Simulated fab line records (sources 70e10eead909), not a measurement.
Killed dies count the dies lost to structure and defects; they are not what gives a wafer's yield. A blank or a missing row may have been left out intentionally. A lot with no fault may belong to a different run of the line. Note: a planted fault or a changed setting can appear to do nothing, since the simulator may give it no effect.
fab line records -- flow nand_harc -- part 1 of 2: steps 1 to 42 of 43
record lots=6, wafers=18, last_day=33
route steps=1302 shown A_CONTACT@1037 END@1302
lots untouched by any fault: they come from a run of this same line in which no faults occurred
start_h: start of the lot's first displayed wafer, in hours after the record's first day -- wait_h: hours from the lot's prior step to this one -- " the same as in the row above -- L1.1+2: a single row standing in for several wafers -- - no value, or no start was given -- * or withheld: withheld -- < > ~ a bound
route shown NAME@n: names a module that has steps shown in the file, with the first one's number in the route -- usual: the fault-free wafers' mean and standard deviation -- same: alike in all rows -- chamber/n: place in a boat -- sites: the reading at each site -- _std_site: the values' standard deviation -- _edge_site: inner sites' mean taken away from outer sites' mean -- radius_mm: for every site, how far away it sits from the centre of the wafer -- mask NAME#n: copy n -- behind: the last tool/chamber to shape the wafer -- hold: cause of the lot's hold/its duration in hours/its outcome -- device: which transistor (n, p or np) failed to switch -- end of line: tests of these same wafers at the route's end -- for a step that has no rows: nothing shown but its recipe -- killed: dies that structure and defects cost at the first sort, which is not the same as the wafer's yield -- map: a wafer's dies, marking killed ones x, the rest . and places with no die _
set.NAME: the setting the step ran with; set.NAME@STEP: the setting that earlier step ran with -- model.NAME: the simulator's own value behind a step, which no gauge read
a table for each step, a row for each wafer; lots at some steps of the route
services: from which hour (start_h, from the record's first day; less than 0 if before it) a tool's chamber was out of use, for how many hours, and why
## steps
# step NHARC_A_CONTACT_PEB_67
# recipe peb_temp_c=100, peb_time_s=65
# step NHARC_A_CONTACT_DEVELOP_68
# recipe develop_time_s=35, dev_temp_c=23
# step NHARC_A_CONTACT_CD_MEAS_69
# recipe target_cd_nm=300, landing_energy_ev=500
# usual cd_nm=299.9/0.59
lot.wafer,tool,chamber,start_h,wait_h,cd_nm
L929.2,cd_sem-02,0,515.73,-,300.6
L929.5,cd_sem-02,0,515.73,-,300.4
L929.6,cd_sem-02,0,515.73,-,299.8
L933.1,cd_sem-03,0,539.53,-,299.6
L933.2,cd_sem-03,0,539.53,-,298.6
L933.5,cd_sem-03,0,539.53,-,300.0
L942.1,cd_sem-02,0,632.74,-,300.6
L942.3,cd_sem-02,0,632.74,-,300.9
L942.6,cd_sem-02,0,632.74,-,300.6
L947.2,cd_sem-02,0,659.43,-,298.9
L947.3,cd_sem-02,0,659.43,-,299.8
L947.6,cd_sem-02,0,659.43,-,299.5
L946.1,cd_sem-03,0,671.06,-,299.6
L946.3,cd_sem-03,0,671.06,-,299.8
L946.6,cd_sem-03,0,671.06,-,300.5
L948.2,cd_sem-03,0,706.00,-,299.7
L948.3,cd_sem-03,0,706.00,-,299.9
L948.6,cd_sem-03,0,706.00,-,299.5
# step NHARC_A_CONTACT_OVL_MEAS_70
# usual overlay_x_nm=-0.1/0.75, overlay_y_nm=0.2/0.93
lot.wafer,tool,chamber,start_h,wait_h,overlay_x_nm,overlay_y_nm
L929.2,overlay-01,-,515.82,-,-0.4,0.3
L929.5,overlay-01,-,515.82,-,0.0,0.0
L929.6,overlay-01,-,515.82,-,0.0,0.2
L933.1,overlay-02,-,539.62,-,-0.7,0.3
L933.2,overlay-02,-,539.62,-,-1.3,0.2
L933.5,overlay-02,-,539.62,-,-0.3,0.5
L942.1,overlay-01,-,632.83,-,1.0,2.0
L942.3,overlay-01,-,632.83,-,0.9,2.0
L942.6,overlay-01,-,632.83,-,0.6,1.6
L947.2,overlay-02,-,659.52,-,-1.1,-0.8
L947.3,overlay-02,-,659.52,-,-0.9,-0.5
L947.6,overlay-02,-,659.52,-,-1.9,-0.8
L946.1,overlay-02,-,671.15,-,0.3,0.6
L946.3,overlay-02,-,671.15,-,0.0,1.2
L946.6,overlay-02,-,671.15,-,0.0,1.0
L948.2,overlay-01,-,706.09,-,-1.0,0.6
L948.3,overlay-01,-,706.09,-,-1.2,0.2
L948.6,overlay-01,-,706.09,-,-0.5,-0.2
# step NHARC_A_CONTACT_INSPECT_71
# usual raw_defect_count=84/35
lot.wafer,tool,chamber,start_h,wait_h,raw_defect_count
L929.2,defect_inspect-02,-,515.86,0.0,20
L929.5,defect_inspect-02,-,515.86,0.0,15
L929.6,defect_inspect-02,-,515.86,0.0,18
L933.1,defect_inspect-01,-,539.66,0.0,117
L933.2,defect_inspect-01,-,539.66,0.0,103
L933.5,defect_inspect-01,-,539.66,0.0,119
L942.1,defect_inspect-01,-,632.86,0.0,57
L942.3,defect_inspect-01,-,632.86,0.0,49
L942.6,defect_inspect-01,-,632.86,0.0,55
L947.2,defect_inspect-01,-,659.55,0.0,97
L947.3,defect_inspect-01,-,659.55,0.0,110
L947.6,defect_inspect-01,-,659.55,0.0,108
L946.1,defect_inspect-01,-,671.19,0.0,103
L946.3,defect_inspect-01,-,671.19,0.0,103
L946.6,defect_inspect-01,-,671.19,0.0,107
L948.2,defect_inspect-02,-,706.12,0.0,70
L948.3,defect_inspect-02,-,706.12,0.0,69
L948.6,defect_inspect-02,-,706.12,0.0,67
# step NHARC_A_CONTACT_DESCUM_74
# recipe time_s=3, o2_flow_sccm=200, ar_flow_sccm=0, bias_power_w=0, chemistry=O2
# step NHARC_A_CONTACT_ETCH_75
# recipe target_depth_a=390, over_etch_frac=0.3, time_s=65, ion_energy_ev=80, cf4_flow_sccm=150, ar_flow_sccm=0, rf_w=300, bias_w=100, chemistry=CF4
# usual drypump_motor_current_A=5.7/0.53, oes_product_au=1.002/0.0094, rf_vpp_V=151.6/1.1, showerhead_plenum_p_Torr=1.79/0.063, throttle_valve_pct=13.283/0.0095
lot.wafer,tool,chamber,start_h,wait_h,drypump_motor_current_A,oes_product_au,rf_hours_counter_h,rf_vpp_V,showerhead_plenum_p_Torr,throttle_valve_pct
L929.2,rie_diel-06,1,516.01,0.1,5.0,1.008,4,151.9,1.73,13.282
L929.6,rie_diel-06,0,516.01,0.1,6.4,1.004,-,152.9,1.84,13.282
L929.5,rie_diel-06,1,516.01,0.1,5.0,0.990,-,150.6,1.73,13.296
L933.2,rie_diel-05,0,539.82,0.1,4.6,0.995,42,151.5,1.80,13.267
L933.1,rie_diel-05,3,539.82,0.1,5.3,1.007,39,151.2,1.78,13.298
L933.5,rie_diel-05,0,539.82,0.1,4.6,1.005,-,152.4,1.80,13.274
L942.3,rie_diel-05,3,633.01,0.1,5.3,1.011,8,150.0,1.77,13.283
L942.1,rie_diel-05,1,633.01,0.1,5.5,0.995,10,150.8,1.67,13.274
L942.6,rie_diel-05,0,633.01,0.1,4.7,0.997,-,152.3,1.79,13.293
L947.3,rie_diel-06,1,659.70,0.1,5.0,0.998,30,152.2,1.72,13.283
L947.2,rie_diel-06,2,659.70,0.1,6.3,1.030,28,151.8,1.80,13.286
L947.6,rie_diel-06,2,659.70,0.1,6.3,1.023,-,150.9,1.81,13.271
L946.3,rie_diel-07,0,671.34,0.1,5.9,0.995,3,152.6,1.81,13.290
L946.1,rie_diel-07,1,671.34,0.1,5.8,1.005,3,151.4,1.87,13.275
L946.6,rie_diel-07,3,671.34,0.1,6.1,1.001,-,152.7,1.80,13.284
L948.2,rie_diel-06,1,706.27,0.1,5.1,0.984,5,150.6,1.72,13.280
L948.3,rie_diel-06,3,706.27,0.1,5.3,0.999,4,151.5,1.76,13.289
L948.6,rie_diel-06,2,706.27,0.1,6.3,1.007,-,152.2,1.80,13.287
# step NHARC_A_CONTACT_ETCH_76
# recipe target_depth_a=2600, over_etch_frac=0.3, time_s=475.3, ion_energy_ev=200, n2_flow_sccm=150, h2_flow_sccm=150, ar_flow_sccm=0, rf_w=400, bias_w=150, chemistry=N2/H2
# step NHARC_A_CONTACT_ETCH_77
# recipe target_depth_a=1089, time_s=54.5, cf4_flow_sccm=100, chf3_flow_sccm=30, ar_flow_sccm=0, rf_w=500, bias_w=200, chemistry=CF4/CHF3
# step NHARC_A_CONTACT_ETCH_78
# recipe target_depth_a=53000, over_etch_frac=0.3, time_s=1378, ion_energy_ev=150, o2_flow_sccm=400, cos_flow_sccm=20, ar_flow_sccm=0, rf_w=500, bias_w=300, chemistry=O2/COS
# step NHARC_A_CONTACT_ETCH_124
# recipe source_w=withheld, pressure_mtorr=20, bias_v=withheld, time_s=140, target_depth_a=7000, ar_flow_sccm=withheld, c4f8_flow_sccm=withheld, o2_flow_sccm=withheld, chemistry=C4F8/O2/Ar
# step NHARC_A_CONTACT_ETCH_125
# recipe source_w=withheld, pressure_mtorr=20, bias_v=3000, time_s=197, target_depth_a=19180, ar_flow_sccm=withheld, c4f8_flow_sccm=withheld, o2_flow_sccm=withheld, chemistry=C4F8/O2/Ar
# step NHARC_A_CONTACT_ETCH_126
# recipe source_w=withheld, pressure_mtorr=20, bias_v=3000, time_s=197, target_depth_a=19180, ar_flow_sccm=withheld, c4f8_flow_sccm=withheld, o2_flow_sccm=withheld, chemistry=C4F8/O2/Ar
lot.wafer,tool,chamber,start_h,wait_h,rf_hours_counter_h
L929.2,har_cap_etch-01,0,517.87,0.1,0
L929.6,har_cap_etch-01,1,517.87,0.1,-
L929.5,har_cap_etch-01,0,517.87,0.1,-
L933.2,har_cap_etch-03,0,541.93,0.1,52
L933.1,har_cap_etch-03,1,541.93,0.1,52
L933.5,har_cap_etch-03,1,541.93,0.1,-
L942.1,har_cap_etch-02,0,634.88,0.1,101
L942.3,har_cap_etch-02,0,634.88,0.1,-
L942.6,har_cap_etch-02,1,634.88,0.1,-
L947.2,har_cap_etch-03,1,661.69,0.2,73
L947.3,har_cap_etch-03,0,661.69,0.2,-
L947.6,har_cap_etch-03,0,661.69,0.2,-
L946.1,har_cap_etch-03,1,673.28,0.2,75
L946.3,har_cap_etch-03,1,673.28,0.2,-
L946.6,har_cap_etch-03,0,673.28,0.2,-
L948.2,har_cap_etch-01,1,708.14,0.1,35
L948.3,har_cap_etch-01,1,708.14,0.1,-
L948.6,har_cap_etch-01,0,708.14,0.1,-
# step NHARC_A_CONTACT_ETCH_127
# recipe source_w=withheld, pressure_mtorr=20, bias_v=3000, time_s=197, target_depth_a=19180, ar_flow_sccm=withheld, c4f8_flow_sccm=withheld, o2_flow_sccm=withheld, chemistry=C4F8/O2/Ar
# step NHARC_A_CONTACT_ETCH_128
# recipe source_w=withheld, pressure_mtorr=20, bias_v=3000, time_s=197, target_depth_a=19180, ar_flow_sccm=withheld, c4f8_flow_sccm=withheld, o2_flow_sccm=withheld, chemistry=C4F8/O2/Ar
# step NHARC_A_CONTACT_ETCH_129
# recipe source_w=withheld, pressure_mtorr=20, bias_v=3000, time_s=197, target_depth_a=19180, ar_flow_sccm=withheld, c4f8_flow_sccm=withheld, o2_flow_sccm=withheld, chemistry=C4F8/O2/Ar
lot.wafer,tool,chamber,start_h,wait_h,rf_hours_counter_h
L929.2,har_cap_etch-01,0,518.40,0.1,1
L929.6,har_cap_etch-01,1,518.40,0.1,-
L929.5,har_cap_etch-01,0,518.40,0.1,-
L933.2,har_cap_etch-03,0,542.47,0.1,52
L933.1,har_cap_etch-03,1,542.47,0.1,52
L933.5,har_cap_etch-03,1,542.47,0.1,-
L942.1,har_cap_etch-02,0,635.41,0.1,102
L942.3,har_cap_etch-02,0,635.41,0.1,-
L942.6,har_cap_etch-02,1,635.41,0.1,-
L947.2,har_cap_etch-03,1,662.40,0.2,74
L947.3,har_cap_etch-03,0,662.40,0.2,-
L947.6,har_cap_etch-03,0,662.40,0.2,-
L946.1,har_cap_etch-03,1,673.98,0.2,75
L946.3,har_cap_etch-03,1,673.98,0.2,-
L946.6,har_cap_etch-03,0,673.98,0.2,-
L948.2,har_cap_etch-01,1,708.67,0.1,35
L948.3,har_cap_etch-01,1,708.67,0.1,-
L948.6,har_cap_etch-01,0,708.67,0.1,-
# step NHARC_A_CONTACT_ETCH_130
# recipe source_w=withheld, pressure_mtorr=20, bias_v=3000, time_s=197, target_depth_a=19180, ar_flow_sccm=withheld, c4f8_flow_sccm=withheld, o2_flow_sccm=withheld, chemistry=C4F8/O2/Ar
# step NHARC_A_CONTACT_ETCH_131
# recipe source_w=withheld, pressure_mtorr=20, bias_v=3000, time_s=197, target_depth_a=19180, ar_flow_sccm=withheld, c4f8_flow_sccm=withheld, o2_flow_sccm=withheld, chemistry=C4F8/O2/Ar
# step NHARC_A_CONTACT_ETCH_132
# recipe source_w=withheld, pressure_mtorr=20, bias_v=3000, time_s=197, target_depth_a=19240, ar_flow_sccm=withheld, c4f8_flow_sccm=withheld, o2_flow_sccm=withheld, chemistry=C4F8/O2/Ar
# step NHARC_A_CONTACT_ETCH_133
# recipe source_w=withheld, pressure_mtorr=20, bias_v=400, time_s=374, target_depth_a=16100, ar_flow_sccm=withheld, c4f8_flow_sccm=11.5, o2_flow_sccm=7.2, chemistry=C4F8/O2/Ar
# step NHARC_A_CONTACT_ETCH_91
# recipe target_depth_a=400, over_etch_frac=0.5, time_s=85.7, ion_energy_ev=120, ch3f_flow_sccm=50, o2_flow_sccm=30, ar_flow_sccm=200, rf_w=500, bias_w=100, chemistry=CH3F/O2
# step NHARC_A_CONTACT_ETCH_97
# recipe target_depth_a=200, over_etch_frac=0.5, time_s=10, ion_energy_ev=250, c4f6_flow_sccm=25, o2_flow_sccm=20, ar_flow_sccm=500, rf_w=600, bias_w=500, chemistry=C4F6/O2
# usual c4f6_flow_sccm=25.00/0.077, drypump_motor_current_A=5.7/0.55, oes_product_au=0.959/0.024, rf_vpp_V=547.8/2.7, showerhead_plenum_p_Torr=3.96/0.13, throttle_valve_pct=26.902/0.008
lot.wafer,tool,chamber,start_h,wait_h,c4f6_flow_sccm,drypump_motor_current_A,oes_product_au,rf_hours_counter_h,rf_vpp_V,showerhead_plenum_p_Torr,throttle_valve_pct
L929.2,rie_diel-06,3,-,-,25.10,5.3,0.956,5,544.2,3.93,26.901
L929.5,rie_diel-06,3,-,-,25.08,5.3,0.966,-,546.4,3.93,26.894
L929.6,rie_diel-06,0,-,-,24.84,6.4,0.933,-,549.8,4.09,26.915
L933.1,rie_diel-06,2,-,-,25.06,6.3,0.956,8,548.7,4.02,26.892
L933.2,rie_diel-06,3,-,-,25.10,5.3,0.950,8,548.1,3.93,26.889
L933.5,rie_diel-06,0,-,-,25.03,6.4,0.943,-,551.1,4.09,26.893
L942.1,rie_diel-06,0,637.03,0.1,24.94,6.4,0.956,21,549.8,4.08,26.904
L942.3,rie_diel-06,1,637.03,0.1,24.96,5.1,0.960,22,544.3,3.83,26.889
L942.6,rie_diel-06,0,637.03,0.1,24.85,6.4,0.974,-,549.5,4.08,26.909
L947.2,rie_diel-05,2,-,-,25.14,6.2,0.948,22,551.0,4.14,26.911
L947.3,rie_diel-05,3,-,-,24.90,5.3,0.964,23,546.8,3.93,26.913
L947.6,rie_diel-05,3,-,-,24.98,5.3,0.960,-,549.0,3.93,26.905
L946.3,rie_diel-05,0,-,-,24.98,4.7,0.944,28,548.5,3.96,26.904
L946.1,rie_diel-05,1,-,-,25.00,5.5,0.953,28,543.9,3.70,26.901
L946.6,rie_diel-05,3,-,-,24.96,5.3,0.947,-,546.0,3.92,26.896
L948.2,rie_diel-06,2,-,-,25.04,6.3,0.951,6,548.2,4.00,26.921
L948.3,rie_diel-06,0,-,-,24.96,6.4,0.938,5,550.3,4.07,26.912
L948.6,rie_diel-06,1,-,-,25.18,5.1,0.928,-,544.8,3.82,26.898
# step NHARC_A_CONTACT_CD_MEAS_80
# usual cd_nm=289.6/0.73
lot.wafer,tool,chamber,start_h,wait_h,cd_nm
L929.2,cd_sem-02,-,520.08,-,290.1
L929.5,cd_sem-02,-,520.08,-,289.9
L929.6,cd_sem-02,-,520.08,-,290.0
L933.1,cd_sem-03,-,544.19,-,289.4
L933.2,cd_sem-03,-,544.19,-,289.6
L933.5,cd_sem-03,-,544.19,-,289.8
L942.1,cd_sem-02,-,637.11,-,290.0
L942.3,cd_sem-02,-,637.11,-,289.5
L942.6,cd_sem-02,-,637.11,-,289.8
L947.2,cd_sem-01,-,664.47,-,290.1
L947.3,cd_sem-01,-,664.47,-,289.2
L947.6,cd_sem-01,-,664.47,-,289.7
L946.1,cd_sem-03,-,676.08,-,290.0
L946.3,cd_sem-03,-,676.08,-,290.3
L946.6,cd_sem-03,-,676.08,-,290.0
L948.2,cd_sem-03,-,710.36,-,290.6
L948.3,cd_sem-03,-,710.36,-,289.8
L948.6,cd_sem-03,-,710.36,-,290.0
# step NHARC_A_CONTACT_STRIP_103
# recipe n2_flow_sccm=150, h2_flow_sccm=150, ar_flow_sccm=0, bias_w=0, chemistry=N2/H2
# step NHARC_A_CONTACT_STRIP_104
# recipe cf4_flow_sccm=100, chf3_flow_sccm=30, ar_flow_sccm=0, bias_w=0, chemistry=CF4/CHF3
# step NHARC_A_CONTACT_STRIP_105
# recipe o2_flow_sccm=400, cos_flow_sccm=20, ar_flow_sccm=0, bias_w=0, chemistry=O2/COS
# step NHARC_A_CONTACT_ETCH_106
# recipe target_depth_a=900, overetch_a=90, time_s=49.5, ion_energy_ev=100, cf4_flow_sccm=80, o2_flow_sccm=20, ar_flow_sccm=0, rf_w=300, bias_w=100, chemistry=CF4/O2
# usual drypump_motor_current_A=5.7/0.53, oes_product_au=1.003/0.011, rf_vpp_V=198.2/1.2, showerhead_plenum_p_Torr=1.35/0.048, throttle_valve_pct=13.397/0.0089
lot.wafer,tool,chamber,start_h,wait_h,drypump_motor_current_A,oes_product_au,rf_hours_counter_h,rf_vpp_V,showerhead_plenum_p_Torr,throttle_valve_pct
L929.2,rie_diel-07,0,520.37,0.1,5.9,0.991,12,199.4,1.38,13.397
L929.5,rie_diel-07,0,520.37,0.1,5.9,0.993,-,199.3,1.38,13.404
L929.6,rie_diel-07,1,520.37,0.1,5.8,1.020,-,200.3,1.43,13.399
L933.2,rie_diel-06,2,544.49,0.1,6.3,1.013,8,199.0,1.37,13.409
L933.1,rie_diel-06,3,544.49,0.1,5.3,1.005,8,198.6,1.34,13.400
L933.5,rie_diel-06,1,544.49,0.1,5.0,0.982,-,197.7,1.30,13.398
L942.3,rie_diel-05,0,637.96,0.1,4.7,0.997,11,199.3,1.35,13.392
L942.1,rie_diel-05,2,637.96,0.1,6.2,1.008,12,198.1,1.42,13.404
L942.6,rie_diel-05,0,637.96,0.1,4.7,0.987,-,198.9,1.35,13.400
L947.3,rie_diel-05,3,664.77,0.1,5.3,1.018,23,197.4,1.34,13.401
L947.2,rie_diel-05,0,664.77,0.1,4.7,1.010,26,197.7,1.35,13.372
L947.6,rie_diel-05,1,664.77,0.1,5.5,1.012,-,195.6,1.26,13.390
L946.3,rie_diel-06,2,676.38,0.0,6.3,1.005,0,198.2,1.36,13.405
L946.1,rie_diel-06,1,676.38,0.0,5.0,0.991,0,197.4,1.30,13.416
L946.6,rie_diel-06,2,676.38,0.0,6.3,1.002,-,198.0,1.36,13.408
L948.3,rie_diel-06,2,710.65,0.1,6.3,1.007,6,198.4,1.36,13.400
L948.2,rie_diel-06,3,710.65,0.1,5.3,1.002,6,197.2,1.33,13.403
L948.6,rie_diel-06,2,710.65,0.1,6.3,1.021,-,199.0,1.36,13.412
# step NHARC_A_CONTACT_STRIP_82
# recipe o2_flow_sccm=500, ar_flow_sccm=0, bias_w=0, chemistry=O2
# step NHARC_A_CONTACT_STRIP_83
# recipe time_s=600, temp_c=30, chemistry=post_etch_residue_remover
# step NHARC_A_CONTACT_DEP_84
# recipe target_thk_a=28000, temp_c=400, material=aC
# step NHARC_A_CONTACT_DEP_85
# recipe target_thk_a=600, target_thk_nm=60, temp_c=400, pressure_torr=3.5, flow_sccm=200, rf_w=350, material=SiON
# usual heater_power_w=751/81
lot.wafer,tool,chamber,start_h,wait_h,heater_power_w
L929.2,pecvd-01,1,527.30,1.2,752
L929.5,pecvd-01,2,527.30,1.2,882
L929.6,pecvd-01,0,527.30,1.2,759
L933.1,pecvd-01,2,546.89,1.5,916
L933.2,pecvd-01,0,546.89,1.5,795
L933.5,pecvd-01,2,546.89,1.5,920
L942.3,pecvd-03,0,640.60,0.9,858
L942.1,pecvd-03,2,640.60,0.9,672
L942.6,pecvd-03,1,640.60,0.9,670
L947.3,pecvd-03,1,670.11,0.9,660
L947.2,pecvd-03,0,670.11,0.9,713
L947.6,pecvd-03,0,670.11,0.9,735
L946.1,pecvd-04,1,679.19,1.5,768
L946.3,pecvd-04,2,679.19,1.5,727
L946.6,pecvd-04,1,679.19,1.5,795
L948.3,pecvd-04,1,717.08,0.9,756
L948.2,pecvd-04,0,717.08,0.9,734
L948.6,pecvd-04,1,717.08,0.9,775
# step NHARC_A_CONTACT_DEHYDRATE_00
# recipe temp_c=150, time_s=120
# step NHARC_A_CONTACT_HMDS_01
# recipe time_s=30
# step NHARC_A_CONTACT_COAT_86
# recipe temp_c=260, time_s=75
# step NHARC_A_CONTACT_COAT_87
# recipe temp_c=225, time_s=65
# step NHARC_A_CONTACT_COAT_02
# recipe spin_rpm=1500, resist_thk_nm=90
# step NHARC_A_CONTACT_SOFTBAKE_03
# recipe temp_c=105, time_s=55
# step NHARC_A_CONTACT_EBR_04
# step NHARC_A_CONTACT_EXPOSE_05
# recipe na=1.35, sigma_outer=0.8, dose_mj=84.24, mask_id=A_CC
# step NHARC_A_CONTACT_PEB_06
# recipe peb_temp_c=100, peb_time_s=65
# step NHARC_A_CONTACT_DEVELOP_07
# recipe develop_time_s=35, dev_temp_c=23
# step NHARC_A_CONTACT_CD_MEAS_08
# recipe target_cd_nm=200, landing_energy_ev=500
# usual cd_nm=200.2/0.54
lot.wafer,tool,chamber,start_h,wait_h,cd_nm
L929.2,cd_sem-03,0,528.02,-,199.6
L929.5,cd_sem-03,0,528.02,-,200.0
L929.6,cd_sem-03,0,528.02,-,199.7
L933.1,cd_sem-03,0,547.61,-,200.2
L933.2,cd_sem-03,0,547.61,-,200.7
L933.5,cd_sem-03,0,547.61,-,201.4
L942.1,cd_sem-01,0,641.32,-,201.2
L942.3,cd_sem-01,0,641.32,-,200.0
L942.6,cd_sem-01,0,641.32,-,200.4
L947.2,cd_sem-02,0,670.72,-,200.2
L947.3,cd_sem-02,0,670.72,-,199.6
L947.6,cd_sem-02,0,670.72,-,200.2
L946.1,cd_sem-01,0,679.88,-,199.9
L946.3,cd_sem-01,0,679.88,-,200.1
L946.6,cd_sem-01,0,679.88,-,200.3
L948.2,cd_sem-01,0,717.80,-,201.4
L948.3,cd_sem-01,0,717.80,-,200.4
L948.6,cd_sem-01,0,717.80,-,200.0
